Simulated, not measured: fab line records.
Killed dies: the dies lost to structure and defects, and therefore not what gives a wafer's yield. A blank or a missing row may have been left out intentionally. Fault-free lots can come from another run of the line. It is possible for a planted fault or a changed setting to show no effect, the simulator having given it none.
Which tool did it?    flow nand_harc    21 lots, 63 wafers sampled, at 6 steps of a route of 1159

## WHAT EACH GAUGE READ, for each wafer
The record lacks any reading of a measuring or inspecting step that a usual standard deviation could be used to judge.

## WHAT TOOL EACH LOT RAN ON (gives the tool, then ch and the chambers of the sampled wafers, and finally the start)
lot   NHARC_A_STAIRCASE_TRIM_12           NHARC_A_STAIRCASE_TRIM_18                      NHARC_A_STAIRCASE_TRIM_196          NHARC_A_STAIRCASE_TRIM_198      NHARC_A_STAIRCASE_TRIM_200      NHARC_A_STAIRCASE_ETCH_203
L074  rie_diel-02 ch 0,1, day 10 19:53    rie_diel-02 ch 0,1,2, day 11 00:53 or earlier  rie_diel-08 ch 2,3, day 11 00:53    rie_diel-08 ch 0,2,3, no start  rie_diel-08 ch 1,2,3, no start  rie_diel-08 ch 0,3, no start
L075  rie_diel-02 ch 0,2,3, day 10 20:14  rie_diel-02 ch 1,2,3, day 11 01:10 or earlier  rie_diel-02 ch 0,1,3, day 11 01:10  rie_diel-02 ch 0,2,3, no start  rie_diel-02 ch 0,2,3, no start  rie_diel-02 ch 1,2,3, no start
L076  rie_diel-01 ch 0,2, day 11 12:13    rie_diel-01 ch 0,3, day 11 17:44 or earlier    rie_diel-01 ch 1,2, day 11 17:44    rie_diel-01 ch 0,2,3, no start  rie_diel-01 ch 1,3, no start    rie_diel-01 ch 0,1,2, no start
L079  rie_diel-02 ch 0,2,3, day 11 15:53  rie_diel-02 ch 0,2,3, day 11 22:32 or earlier  rie_diel-01 ch 1,2,3, day 11 22:32  rie_diel-01 ch 0,1,3, no start  rie_diel-01 ch 0,2, no start    rie_diel-01 ch 1,2,3, no start
L080  rie_diel-01 ch 2,3, day 12 04:15    rie_diel-01 ch 1,2,3, day 12 09:54 or earlier  rie_diel-01 ch 2,3, day 12 09:54    rie_diel-01 ch 0,1,3, no start  rie_diel-01 ch 0,2,3, no start  rie_diel-01 ch 0,1,2, no start
L082  rie_diel-08 ch 0,1,3, day 12 18:24  rie_diel-08 ch 1,2,3, day 12 23:23 or earlier  rie_diel-02 ch 0,2,3, day 12 23:23  rie_diel-02 ch 0,1,3, no start  rie_diel-02 ch 0,1,3, no start  rie_diel-02 ch 0,1,3, no start
L081  rie_diel-08 ch 2,3, day 12 18:37    rie_diel-08 ch 1,2, day 12 23:38 or earlier    rie_diel-08 ch 1,3, day 12 23:38    rie_diel-08 ch 0,2, no start    rie_diel-08 ch 0,1,3, no start  rie_diel-08 ch 1,2,3, no start
L083  rie_diel-08 ch 1,2, day 12 23:11    rie_diel-08 ch 2,3, day 13 07:36 or earlier    rie_diel-02 ch 0,2, day 13 07:36    rie_diel-02 ch 1,2, no start    rie_diel-02 ch 1,2,3, no start  rie_diel-02 ch 2,3, no start
L086  rie_diel-01 ch 0,1,2, day 13 20:23  rie_diel-01 ch 0,2,3, day 14 01:18 or earlier  rie_diel-01 ch 0,1,3, day 14 01:18  rie_diel-01 ch 0,1,2, no start  rie_diel-01 ch 0,1,2, no start  rie_diel-01 ch 1,2,3, no start
L084  rie_diel-01 ch 0,3, day 13 20:34    rie_diel-01 ch 1,2,3, day 14 04:00 or earlier  rie_diel-08 ch 1,2,3, day 14 04:00  rie_diel-08 ch 0,1,3, no start  rie_diel-08 ch 1,3, no start    rie_diel-08 ch 1,3, no start
L087  rie_diel-02 ch 1,2,3, day 14 01:04  rie_diel-02 ch 1,2,3, day 14 06:44 or earlier  rie_diel-02 ch 1,2,3, day 14 06:44  rie_diel-02 ch 1,2,3, no start  rie_diel-02 ch 1,2,3, no start  rie_diel-02 ch 1,2,3, no start
L085  rie_diel-08 ch 0,1,2, day 14 01:31  rie_diel-08 ch 0,2,3, day 14 06:37 or earlier  rie_diel-08 ch 0,2,3, day 14 06:37  rie_diel-08 ch 1,2,3, no start  rie_diel-08 ch 1,2,3, no start  rie_diel-08 ch 0,2,3, no start
L089  rie_diel-02 ch 1,2, day 14 12:25    rie_diel-02 ch 0,1,2, day 14 18:04 or earlier  rie_diel-08 ch 0,2, day 14 18:04    rie_diel-08 ch 2,3, no start    rie_diel-08 ch 1,2, no start    rie_diel-08 ch 1,3, no start
L090  rie_diel-01 ch 0,1,3, day 14 13:17  rie_diel-01 ch 1,2, day 14 18:49 or earlier    rie_diel-01 ch 1,3, day 14 18:49    rie_diel-01 ch 2,3, no start    rie_diel-01 ch 1,2, no start    rie_diel-01 ch 1,2, no start
L088  rie_diel-01 ch 0,1,2, day 14 13:37  rie_diel-01 ch 2,3, day 14 22:04 or earlier    rie_diel-08 ch 0,2, day 14 22:04    rie_diel-08 ch 0,1, no start    rie_diel-08 ch 0,2,3, no start  rie_diel-08 ch 1,2,3, no start
L091  rie_diel-08 ch 0,2,3, day 14 21:53  rie_diel-08 ch 0,2,3, day 15 03:40 or earlier  rie_diel-01 ch 0,1,2, day 15 03:40  rie_diel-01 ch 1,3, no start    rie_diel-01 ch 0,1,3, no start  rie_diel-01 ch 0,1,3, no start
L092  rie_diel-08 ch 0,2, day 15 03:10    rie_diel-08 ch 0,2,3, day 15 08:22 or earlier  rie_diel-02 ch 0,1,3, day 15 08:22  rie_diel-02 ch 0,3, no start    rie_diel-02 ch 0,1,3, no start  rie_diel-02 ch 0,1,3, no start
L093  rie_diel-01 ch 1,3, day 15 08:16    rie_diel-01 ch 1,3, day 15 13:43 or earlier    rie_diel-02 ch 1,2,3, day 15 13:43  rie_diel-02 ch 1,2, no start    rie_diel-02 ch 0,1,2, no start  rie_diel-02 ch 1,3, no start
L094  rie_diel-01 ch 1,2,3, day 15 22:06  rie_diel-01 ch 0,2,3, day 16 04:04 or earlier  rie_diel-01 ch 0,2, day 16 04:04    rie_diel-01 ch 0,2,3, no start  rie_diel-01 ch 1,2,3, no start  rie_diel-01 ch 0,1,3, no start
L095  rie_diel-02 ch 1,3, day 15 22:19    rie_diel-02 ch 0,3, day 16 04:23 or earlier    rie_diel-02 ch 0,2, day 16 04:23    rie_diel-02 ch 2,3, no start    rie_diel-02 ch 0,3, no start    rie_diel-02 ch 1,2,3, no start
L097  rie_diel-02 ch 1,2,3, day 16 18:41  rie_diel-02 ch 0,1,2, day 16 23:24 or earlier  rie_diel-02 ch 1,2,3, day 16 23:24  rie_diel-02 ch 0,1, no start    rie_diel-02 ch 0,1,3, no start  rie_diel-02 ch 2,3, no start
- NHARC_A_STAIRCASE_TRIM_12: chemistry O2, time 211.2 s.
- NHARC_A_STAIRCASE_TRIM_18: chemistry O2, time 211.2 s.
- NHARC_A_STAIRCASE_TRIM_196: chemistry O2, time 211.2 s.
- NHARC_A_STAIRCASE_TRIM_198: chemistry O2, time 211.2 s.
- NHARC_A_STAIRCASE_TRIM_200: chemistry O2, time 211.2 s.
- NHARC_A_STAIRCASE_ETCH_203: etches the open film in C4F8/O2, target depth 100 nm, time 40.5 s.

## WHAT THE TOOLS THEMSELVES READ (means of the sampled wafers that have a number; where no wafer has one, the mark that the record gives instead)
NHARC_A_STAIRCASE_TRIM_12.
lot   tool         drypump_motor_current_A (A)  oes_product_au (a.u.)  rf_vpp_V (V)  showerhead_plenum_p_Torr (Torr)  throttle_valve_pct (%)
L074  rie_diel-02  5.0                          0.997                  57.6          3.64                             17.033
L075  rie_diel-02  6.0                          1.002                  58.4          3.60                             17.035
L076  rie_diel-01  5.8                          1.000                  57.2          3.69                             17.030
L079  rie_diel-02  6.0                          1.000                  57.6          3.59                             17.034
L080  rie_diel-01  5.3                          0.996                  56.6          3.54                             17.035
L082  rie_diel-08  5.6                          0.995                  57.7          3.57                             17.039
L081  rie_diel-08  5.7                          0.999                  58.0          3.40                             17.034
L083  rie_diel-08  5.5                          1.010                  56.9          3.33                             17.046
L086  rie_diel-01  5.7                          1.005                  58.2          3.60                             17.033
L084  rie_diel-01  5.7                          1.000                  57.6          3.72                             17.038
L087  rie_diel-02  6.1                          0.993                  57.0          3.44                             17.035
L085  rie_diel-08  5.4                          0.997                  58.3          3.62                             17.037
L089  rie_diel-02  5.6                          0.998                  56.5          3.42                             17.044
L090  rie_diel-01  5.5                          1.002                  57.8          3.64                             17.043
L088  rie_diel-01  5.7                          0.984                  58.2          3.60                             17.032
L091  rie_diel-08  5.7                          1.000                  57.9          3.67                             17.034
L092  rie_diel-08  5.6                          0.998                  59.2          3.73                             17.032
L093  rie_diel-01  5.2                          0.999                  58.1          3.58                             17.041
L094  rie_diel-01  5.4                          0.992                  58.8          3.54                             17.032
L095  rie_diel-02  5.7                          0.992                  57.8          3.34                             17.027
L097  rie_diel-02  6.1                          0.995                  57.4          3.43                             17.046

NHARC_A_STAIRCASE_TRIM_18.
lot   tool         drypump_motor_current_A (A)  oes_product_au (a.u.)  rf_vpp_V (V)  showerhead_plenum_p_Torr (Torr)  throttle_valve_pct (%)
L074  rie_diel-02  5.5                          0.996                  58.1          3.58                             17.034
L075  rie_diel-02  6.1                          0.993                  58.4          3.45                             17.034
L076  rie_diel-01  5.4                          1.004                  57.8          3.68                             17.033
L079  rie_diel-02  6.0                          1.006                  57.9          3.59                             17.031
L080  rie_diel-01  5.4                          1.001                  58.8          3.55                             17.033
L082  rie_diel-08  5.6                          1.000                  57.3          3.46                             17.038
L081  rie_diel-08  5.3                          1.007                  56.9          3.40                             17.044
L083  rie_diel-08  5.9                          1.001                  58.1          3.52                             17.029
L086  rie_diel-01  5.5                          0.989                  57.2          3.63                             17.043
L084  rie_diel-01  5.4                          1.005                  58.0          3.55                             17.029
L087  rie_diel-02  6.1                          0.989                  57.0          3.44                             17.036
L085  rie_diel-08  5.7                          1.004                  57.1          3.68                             17.033
L089  rie_diel-02  5.5                          0.992                  57.9          3.56                             17.033
L090  rie_diel-01  5.6                          1.003                  57.8          3.52                             17.041
L088  rie_diel-01  5.2                          0.984                  58.1          3.56                             17.038
L091  rie_diel-08  5.7                          1.002                  58.2          3.67                             17.036
L092  rie_diel-08  5.7                          1.001                  58.8          3.67                             17.040
L093  rie_diel-01  5.2                          1.003                  57.4          3.58                             17.047
L094  rie_diel-01  5.5                          0.975                  59.0          3.62                             17.034
L095  rie_diel-02  6.0                          1.006                  57.8          3.50                             17.036
L097  rie_diel-02  5.5                          0.988                  58.4          3.56                             17.045

NHARC_A_STAIRCASE_TRIM_196.
lot   tool         drypump_motor_current_A (A)  oes_product_au (a.u.)  rf_vpp_V (V)  showerhead_plenum_p_Torr (Torr)  throttle_valve_pct (%)
L074  rie_diel-08  5.9                          0.999                  57.4          3.53                             17.040
L075  rie_diel-02  5.6                          0.988                  57.3          3.50                             17.041
L076  rie_diel-01  5.6                          1.006                  58.5          3.52                             17.033
L079  rie_diel-01  5.4                          1.002                  57.2          3.55                             17.043
L080  rie_diel-01  5.4                          1.004                  58.0          3.53                             17.044
L082  rie_diel-02  6.0                          1.008                  57.6          3.59                             17.042
L081  rie_diel-08  5.7                          1.007                  58.0          3.58                             17.040
L083  rie_diel-02  5.4                          0.999                  57.8          3.72                             17.039
L086  rie_diel-01  5.6                          1.003                  58.3          3.64                             17.031
L084  rie_diel-08  5.6                          1.005                  57.8          3.63                             17.041
L087  rie_diel-02  6.1                          1.003                  57.2          3.44                             17.046
L085  rie_diel-08  5.7                          0.986                  58.0          3.68                             17.031
L089  rie_diel-08  5.6                          1.006                  58.3          3.66                             17.023
L090  rie_diel-01  5.5                          1.010                  57.6          3.55                             17.035
L088  rie_diel-08  5.6                          0.999                  58.5          3.73                             17.027
L091  rie_diel-01  5.8                          0.984                  56.9          3.59                             17.035
L092  rie_diel-02  5.6                          0.992                  58.0          3.49                             17.035
L093  rie_diel-02  6.1                          0.992                  57.0          3.43                             17.035
L094  rie_diel-01  5.7                          0.990                  57.9          3.58                             17.039
L095  rie_diel-02  6.0                          0.991                  57.6          3.65                             17.038
L097  rie_diel-02  6.1                          0.989                  57.4          3.43                             17.038

NHARC_A_STAIRCASE_TRIM_198.
lot   tool         drypump_motor_current_A (A)  oes_product_au (a.u.)  rf_vpp_V (V)  showerhead_plenum_p_Torr (Torr)  throttle_valve_pct (%)
L074  rie_diel-08  5.7                          0.995                  57.7          3.51                             17.046
L075  rie_diel-02  6.0                          0.990                  57.7          3.59                             17.032
L076  rie_diel-01  5.5                          0.995                  57.2          3.64                             17.043
L079  rie_diel-01  5.6                          1.007                  57.8          3.65                             17.036
L080  rie_diel-01  5.6                          1.006                  57.8          3.64                             17.033
L082  rie_diel-02  5.6                          0.983                  56.9          3.50                             17.037
L081  rie_diel-08  5.6                          0.987                  58.2          3.49                             17.027
L083  rie_diel-02  5.7                          0.979                  57.8          3.43                             17.027
L086  rie_diel-01  5.7                          0.995                  57.9          3.60                             17.040
L084  rie_diel-08  5.6                          0.997                  58.5          3.56                             17.040
L087  rie_diel-02  6.1                          1.003                  57.6          3.44                             17.039
L085  rie_diel-08  5.6                          0.997                  59.3          3.63                             17.039
L089  rie_diel-08  6.0                          1.002                  58.0          3.69                             17.030
L090  rie_diel-01  5.4                          0.986                  57.9          3.52                             17.036
L088  rie_diel-08  5.4                          1.006                  57.3          3.54                             17.033
L091  rie_diel-01  5.2                          1.008                  57.5          3.58                             17.039
L092  rie_diel-02  6.1                          1.013                  57.6          3.50                             17.038
L093  rie_diel-02  6.0                          0.991                  57.1          3.50                             17.034
L094  rie_diel-01  5.5                          0.991                  58.4          3.61                             17.039
L095  rie_diel-02  6.6                          1.000                  57.4          3.44                             17.031
L097  rie_diel-02  5.1                          0.989                  58.0          3.48                             17.035

NHARC_A_STAIRCASE_TRIM_200.
lot   tool         drypump_motor_current_A (A)  oes_product_au (a.u.)  rf_vpp_V (V)  showerhead_plenum_p_Torr (Torr)  throttle_valve_pct (%)
L074  rie_diel-08  5.6                          1.003                  56.5          3.46                             17.039
L075  rie_diel-02  6.0                          1.010                  57.3          3.59                             17.035
L076  rie_diel-01  5.3                          1.015                  57.9          3.59                             17.041
L079  rie_diel-01  5.8                          0.979                  57.3          3.69                             17.040
L080  rie_diel-01  5.5                          0.992                  57.8          3.63                             17.044
L082  rie_diel-02  5.6                          0.989                  57.2          3.50                             17.043
L081  rie_diel-08  5.6                          0.992                  58.0          3.57                             17.030
L083  rie_diel-02  6.1                          0.994                  57.9          3.44                             17.043
L086  rie_diel-01  5.7                          0.997                  58.1          3.60                             17.040
L084  rie_diel-08  5.5                          1.008                  57.5          3.51                             17.037
L087  rie_diel-02  6.1                          0.990                  57.9          3.44                             17.038
L085  rie_diel-08  5.6                          0.998                  57.3          3.63                             17.038
L089  rie_diel-08  5.4                          0.995                  58.3          3.56                             17.032
L090  rie_diel-01  5.6                          0.998                  57.4          3.50                             17.038
L088  rie_diel-08  5.8                          1.002                  58.1          3.67                             17.038
L091  rie_diel-01  5.5                          1.001                  57.8          3.63                             17.053
L092  rie_diel-02  5.6                          1.004                  57.7          3.49                             17.046
L093  rie_diel-02  5.6                          0.992                  58.4          3.56                             17.035
L094  rie_diel-01  5.4                          0.993                  58.0          3.53                             17.045
L095  rie_diel-02  5.5                          1.011                  58.5          3.63                             17.048
L097  rie_diel-02  5.6                          0.997                  57.2          3.49                             17.027

NHARC_A_STAIRCASE_ETCH_203.
lot   tool         oes_product_au (a.u.)  rf_vpp_V (V)
L074  rie_diel-08  0.942                  900
L075  rie_diel-02  0.930                  894
L076  rie_diel-01  0.946                  897
L079  rie_diel-01  0.949                  897
L080  rie_diel-01  0.947                  898
L082  rie_diel-02  0.945                  896
L081  rie_diel-08  0.948                  894
L083  rie_diel-02  0.946                  893
L086  rie_diel-01  0.951                  897
L084  rie_diel-08  0.956                  898
L087  rie_diel-02  0.925                  892
L085  rie_diel-08  0.947                  901
L089  rie_diel-08  0.940                  898
L090  rie_diel-01  0.933                  895
L088  rie_diel-08  0.914                  899
L091  rie_diel-01  0.955                  900
L092  rie_diel-02  0.946                  895
L093  rie_diel-02  0.943                  888
L094  rie_diel-01  0.943                  900
L095  rie_diel-02  0.938                  892
L097  rie_diel-02  0.947                  893

## THE ANSWER, worked out from the rows above alone
Rule: usual is defined by the lots themselves. Put in order of their means at a reading, lots are off if they are a third of the lots or fewer, leave a main group of 4 or more, and stand apart from it by a gap of 3 or more times the standard deviation of the main group's means; of several such gaps the widest counts. Not used: any main group whose means are identical at the precision the tables above print for the reading. Also off: a lot with no number at a reading for which 4 or more lots have one. All remaining lots with rows at the step are treated as sound. After the gauges, taken in route order, come the tools' own readings; for these a lot's mean is taken, as printed above. At the first step where some lot is off, the reading lying furthest off is the one used; lots without a number count as furthest.
No lot is off on any of the readings shown, so nothing can be concluded from this.

## WHAT THE SIMULATOR PUT IN
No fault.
